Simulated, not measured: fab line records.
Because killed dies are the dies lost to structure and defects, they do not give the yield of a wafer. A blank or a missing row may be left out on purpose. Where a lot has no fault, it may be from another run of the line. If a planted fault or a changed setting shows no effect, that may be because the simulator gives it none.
fab line records / flow nand_harc / part 2 of 2: steps 22 to 31 of 31
[record] lots = 5 wafers = 15 last_day = 33
route steps=1302 shown A_BONDPAD@1204
lots untouched by any fault: they come from a run of this same line in which no faults occurred
start_h: hours from the record's opening day to when the first of the lot's shown wafers began / wait_h: hours elapsed since this lot's preceding step / " identical to the entry in the row above / L1.1+2: one row covering several wafers at once / - either no value or no given start / * or withheld: withheld / < > ~ a bound
route shown NAME@n: names a module that has steps shown in the file, with the first one's number in the route / usual: mean and standard deviation over wafers with no fault / same: alike in all rows / chamber/n: place in a boat / sites: the reading at each site / _std_site: the standard deviation of these / _edge_site: inner sites' mean taken away from outer sites' mean / radius_mm: how far each site lies from the wafer's centre / mask NAME#n: copy n / behind: the tool/chamber that last shaped the wafer / hold: reason for holding the lot/hours on hold/outcome of the hold / device: which transistor (n, p or np) failed to switch / end of line: at the end of the route, the tests of the same wafers / a step without rows: its recipe alone / killed: dies lost to structure and defects at the first sort, not the wafer's yield / map: per-die view of a wafer (x killed, . not killed, _ where there is no die)
set.NAME: the setting that was run; set.NAME@STEP: the one run at that earlier step / model.NAME: the simulator's own value behind a step, which no gauge read
lots at selected steps of the route; one table per step, one row per wafer
services: the hour from which a tool's chamber was out of use, counted from the record's first day as start_h (under 0 if before that day), plus the number of hours and why
[[steps]]
[step NHARC_A_BONDPAD_DEGAS_25]
[recipe] temp_c = 300 time_s = 60
[usual] heater_power_w = 500/54
lot.wafer=L080.1 tool=pvd_sputter-01 chamber=- start_h=592.42 wait_h=- heater_power_w=508
lot.wafer=L080.4 tool=pvd_sputter-01 chamber=- start_h=592.42 wait_h=- heater_power_w=622
lot.wafer=L080.6 tool=pvd_sputter-01 chamber=- start_h=592.42 wait_h=- heater_power_w=510
lot.wafer=L091.4 tool=pvd_sputter-03 chamber=- start_h=682.82 wait_h=- heater_power_w=486
lot.wafer=L091.6 tool=pvd_sputter-03 chamber=- start_h=682.82 wait_h=- heater_power_w=412
lot.wafer=L091.5 tool=pvd_sputter-03 chamber=- start_h=682.82 wait_h=- heater_power_w=474
lot.wafer=L092.2 tool=pvd_sputter-02 chamber=- start_h=717.48 wait_h=- heater_power_w=534
lot.wafer=L092.1 tool=pvd_sputter-02 chamber=- start_h=717.48 wait_h=- heater_power_w=489
lot.wafer=L092.3 tool=pvd_sputter-02 chamber=- start_h=717.48 wait_h=- heater_power_w=536
lot.wafer=L093.2 tool=pvd_sputter-03 chamber=- start_h=724.15 wait_h=- heater_power_w=414
lot.wafer=L093.5 tool=pvd_sputter-03 chamber=- start_h=724.15 wait_h=- heater_power_w=465
lot.wafer=L093.6 tool=pvd_sputter-03 chamber=- start_h=724.15 wait_h=- heater_power_w=406
lot.wafer=L097.4 tool=pvd_sputter-03 chamber=- start_h=766.11 wait_h=- heater_power_w=473
lot.wafer=L097.1 tool=pvd_sputter-03 chamber=- start_h=766.11 wait_h=- heater_power_w=446
lot.wafer=L097.6 tool=pvd_sputter-03 chamber=- start_h=766.11 wait_h=- heater_power_w=461
[step NHARC_A_BONDPAD_PRE_CLEAN_26]
[recipe] time_s = 30 temp_c = 280 gas = H2/He
[usual] heater_power_w = 438/45
lot.wafer=L080.4 tool=pvd_sputter-01 chamber=- start_h=- wait_h=- heater_power_w=441
lot.wafer=L080.1 tool=pvd_sputter-01 chamber=- start_h=- wait_h=- heater_power_w=428
lot.wafer=L080.6 tool=pvd_sputter-01 chamber=- start_h=- wait_h=- heater_power_w=442
lot.wafer=L091.4 tool=pvd_sputter-03 chamber=- start_h=- wait_h=- heater_power_w=408
lot.wafer=L091.6 tool=pvd_sputter-03 chamber=- start_h=- wait_h=- heater_power_w=440
lot.wafer=L091.5 tool=pvd_sputter-03 chamber=- start_h=- wait_h=- heater_power_w=366
lot.wafer=L092.3 tool=pvd_sputter-02 chamber=- start_h=- wait_h=- heater_power_w=437
lot.wafer=L092.1 tool=pvd_sputter-02 chamber=- start_h=- wait_h=- heater_power_w=468
lot.wafer=L092.2 tool=pvd_sputter-02 chamber=- start_h=- wait_h=- heater_power_w=459
lot.wafer=L093.2 tool=pvd_sputter-03 chamber=- start_h=- wait_h=- heater_power_w=423
lot.wafer=L093.5 tool=pvd_sputter-03 chamber=- start_h=- wait_h=- heater_power_w=365
lot.wafer=L093.6 tool=pvd_sputter-03 chamber=- start_h=- wait_h=- heater_power_w=423
lot.wafer=L097.4 tool=pvd_sputter-03 chamber=- start_h=- wait_h=- heater_power_w=429
lot.wafer=L097.1 tool=pvd_sputter-03 chamber=- start_h=- wait_h=- heater_power_w=374
lot.wafer=L097.6 tool=pvd_sputter-03 chamber=- start_h=- wait_h=- heater_power_w=410
[step NHARC_A_BONDPAD_PVD_17]
[recipe] target_thk_a = 50 bias_v = 168.6 power_w = 15000 chamber_pressure_pa = 0.12 time_s = 8.06 substrate_temp_c = 50 material = TaN
[usual] throttle_valve_pct = 29.8/0.97
lot.wafer=L080.4 tool=pvd_sputter-01 chamber=- start_h=- wait_h=- throttle_valve_pct=30.1
lot.wafer=L080.1 tool=pvd_sputter-01 chamber=- start_h=- wait_h=- throttle_valve_pct=29.7
lot.wafer=L080.6 tool=pvd_sputter-01 chamber=- start_h=- wait_h=- throttle_valve_pct=29.8
lot.wafer=L091.4 tool=pvd_sputter-03 chamber=- start_h=- wait_h=- throttle_valve_pct=29.1
lot.wafer=L091.6 tool=pvd_sputter-03 chamber=- start_h=- wait_h=- throttle_valve_pct=30.3
lot.wafer=L091.5 tool=pvd_sputter-03 chamber=- start_h=- wait_h=- throttle_valve_pct=29.3
lot.wafer=L092.2 tool=pvd_sputter-02 chamber=- start_h=- wait_h=- throttle_valve_pct=29.0
lot.wafer=L092.1 tool=pvd_sputter-02 chamber=- start_h=- wait_h=- throttle_valve_pct=31.3
lot.wafer=L092.3 tool=pvd_sputter-02 chamber=- start_h=- wait_h=- throttle_valve_pct=29.9
lot.wafer=L093.2 tool=pvd_sputter-03 chamber=- start_h=- wait_h=- throttle_valve_pct=30.1
lot.wafer=L093.5 tool=pvd_sputter-03 chamber=- start_h=- wait_h=- throttle_valve_pct=30.3
lot.wafer=L093.6 tool=pvd_sputter-03 chamber=- start_h=- wait_h=- throttle_valve_pct=28.1
lot.wafer=L097.4 tool=pvd_sputter-03 chamber=- start_h=- wait_h=- throttle_valve_pct=28.3
lot.wafer=L097.1 tool=pvd_sputter-03 chamber=- start_h=- wait_h=- throttle_valve_pct=31.5
lot.wafer=L097.6 tool=pvd_sputter-03 chamber=- start_h=- wait_h=- throttle_valve_pct=28.2
[step NHARC_A_BONDPAD_PVD_27]
[recipe] target_thk_a = 300 chamber_pressure_pa = 5 power_w = 5000 substrate_temp_c = 30 time_s = 20.49 material = Cu
[usual] throttle_valve_pct = 29.7/0.92
lot.wafer=L080.1 tool=pvd_sputter-01 chamber=- start_h=- wait_h=- throttle_valve_pct=30.0
lot.wafer=L080.4 tool=pvd_sputter-01 chamber=- start_h=- wait_h=- throttle_valve_pct=29.6
lot.wafer=L080.6 tool=pvd_sputter-01 chamber=- start_h=- wait_h=- throttle_valve_pct=28.7
lot.wafer=L091.4 tool=pvd_sputter-03 chamber=- start_h=- wait_h=- throttle_valve_pct=29.1
lot.wafer=L091.5 tool=pvd_sputter-03 chamber=- start_h=- wait_h=- throttle_valve_pct=30.3
lot.wafer=L091.6 tool=pvd_sputter-03 chamber=- start_h=- wait_h=- throttle_valve_pct=29.0
lot.wafer=L092.2 tool=pvd_sputter-02 chamber=- start_h=- wait_h=- throttle_valve_pct=31.4
lot.wafer=L092.3 tool=pvd_sputter-02 chamber=- start_h=- wait_h=- throttle_valve_pct=30.0
lot.wafer=L092.1 tool=pvd_sputter-02 chamber=- start_h=- wait_h=- throttle_valve_pct=29.5
lot.wafer=L093.2 tool=pvd_sputter-03 chamber=- start_h=- wait_h=- throttle_valve_pct=29.3
lot.wafer=L093.6 tool=pvd_sputter-03 chamber=- start_h=- wait_h=- throttle_valve_pct=30.4
lot.wafer=L093.5 tool=pvd_sputter-03 chamber=- start_h=- wait_h=- throttle_valve_pct=28.1
lot.wafer=L097.4 tool=pvd_sputter-03 chamber=- start_h=- wait_h=- throttle_valve_pct=31.3
lot.wafer=L097.1 tool=pvd_sputter-03 chamber=- start_h=- wait_h=- throttle_valve_pct=28.9
lot.wafer=L097.6 tool=pvd_sputter-03 chamber=- start_h=- wait_h=- throttle_valve_pct=28.5
[step NHARC_A_BONDPAD_ECD_18]
[recipe] target_thk_a = 4000 bath_temp_c = 25 material = Cu
[usual] bath_heat_duty_pct = 6.6/0.9
lot.wafer=L080.1 tool=ecd_cu-02 chamber=0 start_h=592.83 wait_h=- bath_heat_duty_pct=6.8
lot.wafer=L080.4 tool=ecd_cu-02 chamber=0 start_h=592.83 wait_h=- bath_heat_duty_pct=7.5
lot.wafer=L080.6 tool=ecd_cu-02 chamber=1 start_h=592.83 wait_h=- bath_heat_duty_pct=6.5
lot.wafer=L091.4 tool=ecd_cu-02 chamber=0 start_h=683.27 wait_h=- bath_heat_duty_pct=5.7
lot.wafer=L091.6 tool=ecd_cu-02 chamber=0 start_h=683.27 wait_h=- bath_heat_duty_pct=7.4
lot.wafer=L091.5 tool=ecd_cu-02 chamber=1 start_h=683.27 wait_h=- bath_heat_duty_pct=6.0
lot.wafer=L092.1 tool=ecd_cu-01 chamber=0 start_h=717.84 wait_h=- bath_heat_duty_pct=6.1
lot.wafer=L092.2 tool=ecd_cu-01 chamber=1 start_h=717.84 wait_h=- bath_heat_duty_pct=6.2
lot.wafer=L092.3 tool=ecd_cu-01 chamber=0 start_h=717.84 wait_h=- bath_heat_duty_pct=7.1
lot.wafer=L093.2 tool=ecd_cu-01 chamber=1 start_h=724.55 wait_h=- bath_heat_duty_pct=6.0
lot.wafer=L093.6 tool=ecd_cu-01 chamber=0 start_h=724.55 wait_h=- bath_heat_duty_pct=7.1
lot.wafer=L093.5 tool=ecd_cu-01 chamber=1 start_h=724.55 wait_h=- bath_heat_duty_pct=6.2
lot.wafer=L097.1 tool=ecd_cu-01 chamber=1 start_h=766.45 wait_h=- bath_heat_duty_pct=6.7
lot.wafer=L097.4 tool=ecd_cu-01 chamber=1 start_h=766.45 wait_h=- bath_heat_duty_pct=5.8
lot.wafer=L097.6 tool=ecd_cu-01 chamber=0 start_h=766.45 wait_h=- bath_heat_duty_pct=7.2
[step NHARC_A_BONDPAD_ANNEAL_28]
[recipe] temp_c = 225 time_s = 90
[usual] wafer_temp_C_max = 226.02/0.23
lot.wafer=L080.1 tool=rtp_anneal-01 chamber=0 start_h=593.16 wait_h=0.3 wafer_temp_C_max=225.77
lot.wafer=L080.4 tool=rtp_anneal-01 chamber=0 start_h=593.16 wait_h=0.3 wafer_temp_C_max=225.83
lot.wafer=L080.6 tool=rtp_anneal-01 chamber=0 start_h=593.16 wait_h=0.3 wafer_temp_C_max=226.33
lot.wafer=L091.4 tool=rtp_anneal-01 chamber=0 start_h=683.71 wait_h=0.4 wafer_temp_C_max=225.84
lot.wafer=L091.5 tool=rtp_anneal-01 chamber=0 start_h=683.71 wait_h=0.4 wafer_temp_C_max=225.92
lot.wafer=L091.6 tool=rtp_anneal-01 chamber=0 start_h=683.71 wait_h=0.4 wafer_temp_C_max=226.38
lot.wafer=L092.1 tool=rtp_anneal-02 chamber=0 start_h=718.22 wait_h=0.3 wafer_temp_C_max=226.12
lot.wafer=L092.2 tool=rtp_anneal-02 chamber=0 start_h=718.22 wait_h=0.3 wafer_temp_C_max=225.73
lot.wafer=L092.3 tool=rtp_anneal-02 chamber=0 start_h=718.22 wait_h=0.3 wafer_temp_C_max=226.07
lot.wafer=L093.2 tool=rtp_anneal-02 chamber=0 start_h=724.93 wait_h=0.3 wafer_temp_C_max=226.19
lot.wafer=L093.5 tool=rtp_anneal-02 chamber=0 start_h=724.93 wait_h=0.3 wafer_temp_C_max=226.12
lot.wafer=L093.6 tool=rtp_anneal-02 chamber=0 start_h=724.93 wait_h=0.3 wafer_temp_C_max=226.18
lot.wafer=L097.1 tool=rtp_anneal-02 chamber=0 start_h=766.83 wait_h=- wafer_temp_C_max=225.85
lot.wafer=L097.4 tool=rtp_anneal-02 chamber=0 start_h=766.83 wait_h=- wafer_temp_C_max=226.13
lot.wafer=L097.6 tool=rtp_anneal-02 chamber=0 start_h=766.83 wait_h=- wafer_temp_C_max=226.07
[step NHARC_A_BONDPAD_CMP_19]
[recipe] t_overpolish_s = 30 cu_recess_touch_s = 16 target_thk_nm = 169.82
[usual] edge_zone_pressure_frac = 1.000/0.0052 motor_current_A = 12.1/1.1 overpolish_run_s = 30.000/0.009
lot.wafer=L080.1 tool=cmp-02 chamber=0 start_h=593.54 wait_h=- edge_zone_pressure_frac=1.007 motor_current_A=10.5 overpolish_run_s=30.007
lot.wafer=L080.4 tool=cmp-02 chamber=1 start_h=593.54 wait_h=- edge_zone_pressure_frac=1.010 motor_current_A=11.0 overpolish_run_s=29.988
lot.wafer=L080.6 tool=cmp-02 chamber=0 start_h=593.54 wait_h=- edge_zone_pressure_frac=1.006 motor_current_A=10.7 overpolish_run_s=30.001
lot.wafer=L091.4 tool=cmp-03 chamber=0 start_h=683.99 wait_h=- edge_zone_pressure_frac=0.996 motor_current_A=12.6 overpolish_run_s=29.993
lot.wafer=L091.6 tool=cmp-03 chamber=1 start_h=683.99 wait_h=- edge_zone_pressure_frac=1.010 motor_current_A=13.1 overpolish_run_s=30.004
lot.wafer=L091.5 tool=cmp-03 chamber=2 start_h=683.99 wait_h=- edge_zone_pressure_frac=1.002 motor_current_A=10.5 overpolish_run_s=29.999
lot.wafer=L092.3 tool=cmp-01 chamber=2 start_h=718.60 wait_h=- edge_zone_pressure_frac=0.998 motor_current_A=13.0 overpolish_run_s=30.013
lot.wafer=L092.1 tool=cmp-01 chamber=3 start_h=718.60 wait_h=- edge_zone_pressure_frac=0.997 motor_current_A=11.4 overpolish_run_s=29.997
lot.wafer=L092.2 tool=cmp-01 chamber=0 start_h=718.60 wait_h=- edge_zone_pressure_frac=1.004 motor_current_A=13.2 overpolish_run_s=29.999
lot.wafer=L093.2 tool=cmp-01 chamber=0 start_h=725.28 wait_h=- edge_zone_pressure_frac=1.001 motor_current_A=13.4 overpolish_run_s=29.998
lot.wafer=L093.5 tool=cmp-01 chamber=2 start_h=725.28 wait_h=- edge_zone_pressure_frac=0.993 motor_current_A=12.4 overpolish_run_s=30.002
lot.wafer=L093.6 tool=cmp-01 chamber=3 start_h=725.28 wait_h=- edge_zone_pressure_frac=0.994 motor_current_A=10.8 overpolish_run_s=30.004
lot.wafer=L097.4 tool=cmp-02 chamber=3 start_h=767.17 wait_h=- edge_zone_pressure_frac=1.009 motor_current_A=12.1 overpolish_run_s=29.985
lot.wafer=L097.1 tool=cmp-02 chamber=1 start_h=767.17 wait_h=- edge_zone_pressure_frac=1.004 motor_current_A=10.9 overpolish_run_s=30.006
lot.wafer=L097.6 tool=cmp-02 chamber=3 start_h=767.17 wait_h=- edge_zone_pressure_frac=1.014 motor_current_A=11.8 overpolish_run_s=30.013
[step NHARC_A_BONDPAD_THK_MEAS_20]
[recipe] thk_meas_gauge = xrf
[usual] thk_nm = 170.1/1.3
lot.wafer=L080.1 tool=film_metro-02 chamber=- start_h=593.83 wait_h=- thk_nm=171.2
lot.wafer=L080.4 tool=film_metro-02 chamber=- start_h=593.83 wait_h=- thk_nm=168.7
lot.wafer=L080.6 tool=film_metro-02 chamber=- start_h=593.83 wait_h=- thk_nm=170.5
lot.wafer=L091.4 tool=film_metro-01 chamber=- start_h=684.22 wait_h=- thk_nm=171.8
lot.wafer=L091.5 tool=film_metro-01 chamber=- start_h=684.22 wait_h=- thk_nm=171.7
lot.wafer=L091.6 tool=film_metro-01 chamber=- start_h=684.22 wait_h=- thk_nm=169.7
lot.wafer=L092.1 tool=film_metro-02 chamber=- start_h=718.89 wait_h=- thk_nm=169.7
lot.wafer=L092.2 tool=film_metro-02 chamber=- start_h=718.89 wait_h=- thk_nm=170.5
lot.wafer=L092.3 tool=film_metro-02 chamber=- start_h=718.89 wait_h=- thk_nm=169.8
lot.wafer=L093.2 tool=film_metro-01 chamber=- start_h=725.55 wait_h=- thk_nm=171.4
lot.wafer=L093.5 tool=film_metro-01 chamber=- start_h=725.55 wait_h=- thk_nm=172.4
lot.wafer=L093.6 tool=film_metro-01 chamber=- start_h=725.55 wait_h=- thk_nm=168.9
lot.wafer=L097.1 tool=film_metro-01 chamber=- start_h=767.49 wait_h=- thk_nm=170.8
lot.wafer=L097.4 tool=film_metro-01 chamber=- start_h=767.49 wait_h=- thk_nm=169.6
lot.wafer=L097.6 tool=film_metro-01 chamber=- start_h=767.49 wait_h=- thk_nm=168.8
[step NHARC_A_BONDPAD_SRD_21]
[recipe] time_s = 30 temp_c = 23 dry_time_s = 20 spin_rpm = 1500
[usual] bath_heat_duty_pct = 3.6/0.47
lot.wafer=L080.4 tool=wet_bench-08 chamber=5 start_h=593.87 wait_h=0.0 bath_heat_duty_pct=3.3
lot.wafer=L080.1 tool=wet_bench-08 chamber=0 start_h=593.87 wait_h=0.0 bath_heat_duty_pct=3.5
lot.wafer=L080.6 tool=wet_bench-08 chamber=1 start_h=593.87 wait_h=0.0 bath_heat_duty_pct=3.1
lot.wafer=L091.6 tool=wet_bench-08 chamber=5 start_h=684.26 wait_h=0.0 bath_heat_duty_pct=3.7
lot.wafer=L091.4 tool=wet_bench-08 chamber=0 start_h=684.26 wait_h=0.0 bath_heat_duty_pct=3.3
lot.wafer=L091.5 tool=wet_bench-08 chamber=2 start_h=684.26 wait_h=0.0 bath_heat_duty_pct=3.4
lot.wafer=L092.1 tool=wet_bench-08 chamber=0 start_h=718.94 wait_h=0.0 bath_heat_duty_pct=3.5
lot.wafer=L092.2 tool=wet_bench-08 chamber=3 start_h=718.94 wait_h=0.0 bath_heat_duty_pct=3.8
lot.wafer=L092.3 tool=wet_bench-08 chamber=4 start_h=718.94 wait_h=0.0 bath_heat_duty_pct=4.2
lot.wafer=L093.2 tool=wet_bench-08 chamber=4 start_h=725.59 wait_h=0.0 bath_heat_duty_pct=4.8
lot.wafer=L093.5 tool=wet_bench-08 chamber=6 start_h=725.59 wait_h=0.0 bath_heat_duty_pct=3.6
lot.wafer=L093.6 tool=wet_bench-08 chamber=7 start_h=725.59 wait_h=0.0 bath_heat_duty_pct=4.4
lot.wafer=L097.1 tool=wet_bench-08 chamber=6 start_h=767.53 wait_h=0.0 bath_heat_duty_pct=3.9
lot.wafer=L097.4 tool=wet_bench-08 chamber=7 start_h=767.53 wait_h=0.0 bath_heat_duty_pct=3.3
lot.wafer=L097.6 tool=wet_bench-08 chamber=2 start_h=767.53 wait_h=0.0 bath_heat_duty_pct=3.3
[step NHARC_A_BONDPAD_INSPECT_23]
[usual] raw_defect_count = 562/140
lot.wafer=L080.1 tool=defect_inspect-01 chamber=- start_h=594.06 wait_h=0.0 raw_defect_count=829
lot.wafer=L080.4 tool=defect_inspect-01 chamber=- start_h=594.06 wait_h=0.0 raw_defect_count=813
lot.wafer=L080.6 tool=defect_inspect-01 chamber=- start_h=594.06 wait_h=0.0 raw_defect_count=708
lot.wafer=L091.4 tool=defect_inspect-02 chamber=- start_h=684.45 wait_h=0.0 raw_defect_count=614
lot.wafer=L091.5 tool=defect_inspect-02 chamber=- start_h=684.45 wait_h=0.0 raw_defect_count=648
lot.wafer=L091.6 tool=defect_inspect-02 chamber=- start_h=684.45 wait_h=0.0 raw_defect_count=510
lot.wafer=L092.1 tool=defect_inspect-01 chamber=- start_h=719.10 wait_h=0.0 raw_defect_count=617
lot.wafer=L092.2 tool=defect_inspect-01 chamber=- start_h=719.10 wait_h=0.0 raw_defect_count=602
lot.wafer=L092.3 tool=defect_inspect-01 chamber=- start_h=719.10 wait_h=0.0 raw_defect_count=555
lot.wafer=L093.2 tool=defect_inspect-01 chamber=- start_h=725.75 wait_h=0.0 raw_defect_count=498
lot.wafer=L093.5 tool=defect_inspect-01 chamber=- start_h=725.75 wait_h=0.0 raw_defect_count=645
lot.wafer=L093.6 tool=defect_inspect-01 chamber=- start_h=725.75 wait_h=0.0 raw_defect_count=634
lot.wafer=L097.1 tool=defect_inspect-01 chamber=- start_h=767.72 wait_h=0.0 raw_defect_count=809
lot.wafer=L097.4 tool=defect_inspect-01 chamber=- start_h=767.72 wait_h=0.0 raw_defect_count=619
lot.wafer=L097.6 tool=defect_inspect-01 chamber=- start_h=767.72 wait_h=0.0 raw_defect_count=827
[[services]]
tool=litho_track-02 chamber=- start_h=577.00 hours=7.0 kind=pm
tool=ecd_cu-01 chamber=- start_h=581.92 hours=3.4 kind=repair
tool=pvd_sputter-01 chamber=- start_h=582.00 hours=10.0 kind=pm
tool=litho_track-07 chamber=- start_h=601.00 hours=7.0 kind=pm
tool=rie_diel-11 chamber=- start_h=609.92 hours=9.0 kind=pm
tool=pvd_sputter-01 chamber=- start_h=626.33 hours=3.5 kind=repair
tool=pvd_sputter-02 chamber=- start_h=638.00 hours=10.0 kind=pm
tool=pvd_sputter-01 chamber=- start_h=642.65 hours=4.3 kind=repair
tool=wet_bench-08 chamber=- start_h=646.46 hours=8.0 kind=pm
tool=rie_diel-07 chamber=- start_h=648.20 hours=9.0 kind=pm
tool=litho_track-05 chamber=- start_h=649.00 hours=7.0 kind=pm
tool=pvd_sputter-01 chamber=- start_h=656.88 hours=5.1 kind=repair
tool=wet_bench-10 chamber=- start_h=663.20 hours=8.0 kind=pm
tool=rie_diel-07 chamber=0 start_h=670.15 hours=9.9 kind=repair
tool=pvd_sputter-02 chamber=- start_h=672.48 hours=18.2 kind=repair
tool=rie_diel-09 chamber=- start_h=674.13 hours=9.0 kind=pm
tool=krf_scanner-04 chamber=- start_h=698.00 hours=4.0 kind=pm
tool=pvd_sputter-01 chamber=- start_h=701.68 hours=6.0 kind=repair
tool=ecd_cu-01 chamber=- start_h=704.71 hours=8.0 kind=pm
tool=pvd_sputter-03 chamber=- start_h=711.81 hours=10.0 kind=pm
tool=rtp_anneal-02 chamber=- start_h=744.30 hours=12.0 kind=pm
tool=litho_track-02 chamber=- start_h=752.02 hours=7.0 kind=pm
tool=pvd_sputter-01 chamber=- start_h=760.00 hours=10.0 kind=pm
tool=rie_diel-07 chamber=1 start_h=767.45 hours=1.6 kind=repair
